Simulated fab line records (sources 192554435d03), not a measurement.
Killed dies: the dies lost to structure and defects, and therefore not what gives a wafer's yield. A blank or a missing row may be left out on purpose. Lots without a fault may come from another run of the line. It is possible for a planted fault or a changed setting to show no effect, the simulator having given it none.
Split-lot trial | flow n5_finfet | 7 lots, 36 wafers read, on a route of 1938 steps

== THE SPLIT ITSELF ==
At N5_MIM_BOT_LITHO_DEVELOP_07 (develop time 60 s), the setting develop_time_s was moved away from the recipe's 60 s on 11 of the 36 wafers read, by -17.5% to +45.9%. The other wafers ran this setting at the recipe's value.

== SPLIT TO READING: what lies between them in the file, 1 step ==
- N5_MIM_BOT_LITHO_HARDBAKE_09: time 120 s

== THE READING ==
cd_nm at N5_MIM_BOT_LITHO_CD_MEAS_08, given in nm (cd target 3000 nm). Typical for fault-free wafers on this fab line: 2999.1 nm, with standard deviation 1.9 nm.

wafer  | tool, chamber at the split | develop_time_s as run, s | against the recipe | cd_nm, nm | against lot-mates on the recipe
L077.1 | litho_track-04, 0          | 49.5                     | -17.5%             | 2993.3    | -4.8
L077.2 | litho_track-04, 0          | 60                       | recipe             | 2998.3    | -
L077.3 | litho_track-04, 0          | 60                       | recipe             | 2998.7    | -
L077.4 | litho_track-04, 0          | 49.5                     | -17.5%             | 2993.8    | -4.3
L077.5 | litho_track-04, 0          | 60                       | recipe             | 2997.4    | -
L077.6 | litho_track-04, 0          | 49.5                     | -17.5%             | 2995.2    | -2.9
L078.1 | litho_track-01, 0          | 87.57                    | +45.9%             | 3007.7    | +9.9
L078.2 | litho_track-01, 0          | 60                       | recipe             | 2997.4    | -
L078.3 | litho_track-01, 0          | 60                       | recipe             | 2999.0    | -
L078.4 | litho_track-01, 0          | 87.57                    | +45.9%             | 3005.0    | +7.2
L078.5 | litho_track-01, 0          | 87.57                    | +45.9%             | 3007.9    | +10.1
L078.6 | litho_track-01, 0          | 60                       | recipe             | 2996.9    | -
L083.1 | litho_track-03, 0          | 60                       | recipe             | 3002.2    | -
L083.2 | litho_track-03, 0          | 82.9                     | +38.2%             | 3008.1    | +6.5
L083.3 | litho_track-03, 0          | 82.9                     | +38.2%             | 3010.5    | +8.9
L083.4 | litho_track-03, 0          | 60                       | recipe             | 3001.6    | -
L083.5 | litho_track-03, 0          | 82.9                     | +38.2%             | 3007.6    | +6.0
L083.6 | litho_track-03, 0          | 60                       | recipe             | 3001.0    | -
L086.1 | litho_track-04, 0          | 60                       | recipe             | 2999.2    | -
L086.3 | litho_track-04, 0          | 60                       | recipe             | 3002.3    | -
L086.6 | litho_track-04, 0          | 60                       | recipe             | 3001.2    | -
L093.2 | litho_track-04, 0          | 81.66                    | +36.1%             | 3006.9    | +6.7
L093.5 | litho_track-04, 0          | 81.66                    | +36.1%             | 3004.0    | +3.8
L093.6 | litho_track-04, 0          | 60                       | recipe             | 3000.2    | -
L094.1 | litho_track-04, 0          | 60                       | recipe             | 2996.9    | -
L094.2 | litho_track-04, 0          | 60                       | recipe             | 2998.2    | -
L094.3 | litho_track-04, 0          | 60                       | recipe             | 2998.2    | -
L094.4 | litho_track-04, 0          | 60                       | recipe             | 2999.7    | -
L094.5 | litho_track-04, 0          | 60                       | recipe             | 2999.2    | -
L094.6 | litho_track-04, 0          | 60                       | recipe             | 2998.7    | -
L097.1 | litho_track-01, 0          | 60                       | recipe             | 2996.3    | -
L097.2 | litho_track-01, 0          | 60                       | recipe             | 2996.5    | -
L097.3 | litho_track-01, 0          | 60                       | recipe             | 2996.7    | -
L097.4 | litho_track-01, 0          | 60                       | recipe             | 2997.9    | -
L097.5 | litho_track-01, 0          | 60                       | recipe             | 2994.7    | -
L097.6 | litho_track-01, 0          | 60                       | recipe             | 2998.1    | -

FIT RESULTS
A straight line over all 36 wafers: cd_nm changes by +0.214 nm for each +1% of develop_time_s; r = +0.90; the points scatter about the line by 2 nm.
The same after taking each lot's own level away (the mean of its wafers on the recipe; 36 wafers): +0.189 nm for each +1%; r = +0.95; scatter 1.1 nm.
According to that fit, moving develop_time_s by its largest amount changes the reading by 8.7 nm.
From 2996.70 to 3001.60 nm: that is the span of the lots' own levels, equal to 2.6 times the standard deviation above.
In other words, the slope is changed by the lot-to-lot level; the two fits disagree.
Check: +8.34 nm against its lot-mates is what the line predicts for one of the wafers moved furthest among these (+45.9%) when that wafer is left out of the fit. It came out at +9.93 nm against them.

== THESE WAFERS: OTHER SPLITS ==
These wafers also went through other splits before the reading. Each is held against what the fit with the lots' levels taken away leaves over:
other split on the same wafers         | wafers away from the commonest value | r with cd_nm (lot level and that fit taken away)
N5_BEOL_M11_VIA_ETCH_34 target_depth_a | 10                                   | -0.02
N5_BEOL_M13_SPUTTER_43 time_s          | 16                                   | +0.14

== FILE'S OWN FIT ==
cd_nm changes by +0.19 nm for each +1% of develop_time_s, r = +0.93.
